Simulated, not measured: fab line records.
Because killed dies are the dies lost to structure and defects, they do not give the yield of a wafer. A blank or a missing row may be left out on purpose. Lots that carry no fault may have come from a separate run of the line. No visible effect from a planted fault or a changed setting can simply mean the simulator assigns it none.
Chamber matching -- flow n5 finfet -- N5_BEOL_M1_ETCH_77 on rie diel-01 has 4 sister chambers
The step etches underlayer in N2/H2, target depth 6.5 nm, time 5.2 s. 4 wafers are shown with their chamber, then 6 later ones without.

== EACH WAFER AND ITS CHAMBER ==
wafer,chamber,showerhead plenum p Torr (Torr)
L144.5,2,2.61
L146.1,0,2.54
L146.3,1,2.62
L146.5,3,2.61

== WAFERS MISSING THEIR CHAMBER ==
wafer,showerhead plenum p Torr (Torr)
L150.2,2.62
L150.5,2.60
L150.6,2.62
L151.2,2.60
L151.3,2.60
L151.5,2.60

== EACH ONE'S CHAMBER ==
wafer,from the rows above,in truth
L150.2,can't be placed: 1 or 2 or 3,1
L150.5,can't be placed: 2 or 3 or 1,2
L150.6,can't be placed: 1 or 2 or 3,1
L151.2,can't be placed: 2 or 3 or 1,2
L151.3,can't be placed: 2 or 3 or 1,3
L151.5,can't be placed: 2 or 3 or 1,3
Placed correctly: 0 of 6. Can't be placed from these rows: 6 (the true chamber is among the candidates in 6). 0 placed wrongly.
How it was worked out, from the rows above alone: a wafer's distance from a chamber is the root of the sum, over the readings, of the square of ((its reading less the chamber's mean) divided by the reading's scatter). The wafer belongs to the nearest chamber; if the next one is less than 2 further off, it can't be placed. A chamber's mean is the mean of its shown wafers. The scatter: with one shown wafer a chamber, the root of the mean of the squares of how far each hidden wafer lies from its nearest shown one.
